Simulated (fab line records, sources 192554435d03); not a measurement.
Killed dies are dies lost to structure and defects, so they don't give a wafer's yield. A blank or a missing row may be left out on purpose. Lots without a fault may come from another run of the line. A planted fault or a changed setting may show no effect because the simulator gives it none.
Chamber matching | flow n5_finfet | N5_BEOL_M8_ETCH_65 on rie_diel-05: 4 sister chambers
The step etches SiARC in CF4, target depth 15.6 nm, time 26 s. 14 wafers are shown with their chamber, then 7 later ones without.

WAFERS WITH THEIR CHAMBER
wafer  | chamber | drypump_motor_current_A (A) | etch_rf_on_time_s (s) | cf4_flow_sccm (sccm)
L076.1 | 2       | 5.9                         | 26.1                  | 100.12
L076.2 | 3       | 6.1                         | 26.4                  | 100.03
L076.4 | 0       | 5.9                         | 26.3                  | 99.93
L078.2 | 0       | 5.9                         | 26.1                  | 100.18
L078.3 | 3       | 6.1                         | 26.3                  | 99.81
L078.6 | 1       | 5.0                         | 26.8                  | 100.60
L089.1 | 2       | 6.0                         | 25.2                  | 100.06
L089.3 | 0       | 5.9                         | 25.3                  | 100.06
L089.4 | 2       | 5.9                         | 25.0                  | 99.86
L088.1 | 2       | 6.0                         | 25.1                  | 99.65
L088.4 | 3       | 6.1                         | 26.7                  | 99.92
L088.5 | 2       | 5.9                         | 25.1                  | 100.31
L094.1 | 2       | 6.0                         | 25.3                  | 99.57
L094.2 | 0       | 5.9                         | 25.5                  | 100.58

SIGNATURES (means of the wafers above)
reading                 | chamber 0 | chamber 1 | chamber 2 | chamber 3 | scatter within a chamber
drypump_motor_current_A | 5.900     | 5.000     | 5.950     | 6.100     | 0.0387
etch_rf_on_time_s       | 25.800    | 26.800    | 25.300    | 26.467    | 0.398
cf4_flow_sccm           | 100.1875  | 100.6000  | 99.9283   | 99.9200   | 0.259
Rule: a wafer's distance from a chamber is the root of the sum, over the readings, of the square of ((its reading less the chamber's mean) divided by the reading's scatter). The wafer belongs to the nearest chamber; if the next one is less than 2 further off, it can't be placed. The scatter: the root of (the sum of the squares of (reading less its chamber's mean) over the shown wafers, divided by (wafers less chambers)).

WAFERS WITHOUT THEIR CHAMBER
wafer  | drypump_motor_current_A (A) | etch_rf_on_time_s (s) | cf4_flow_sccm (sccm)
L094.6 | 6.2                         | 26.5                  | 99.43
L095.3 | 5.8                         | 25.4                  | 99.70
L095.5 | 5.9                         | 25.7                  | 99.51
L095.6 | 6.1                         | 26.5                  | 99.66
L096.1 | 6.1                         | 26.2                  | 100.34
L096.4 | 5.9                         | 25.1                  | 99.79
L096.6 | 5.9                         | 25.1                  | 99.63

WHICH CHAMBER EACH WENT THROUGH
wafer  | from the rows above     | in truth
L094.6 | 3                       | 3
L095.3 | can't be placed: 0 or 2 | 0
L095.5 | can't be placed: 2 or 0 | 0
L095.6 | 3                       | 3
L096.1 | 3                       | 3
L096.4 | can't be placed: 2 or 0 | 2
L096.6 | can't be placed: 2 or 0 | 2
Placed correctly: 3 of 7. Can't be placed from these rows: 4 (the true chamber is among the candidates in 4). Placed wrongly: 0.
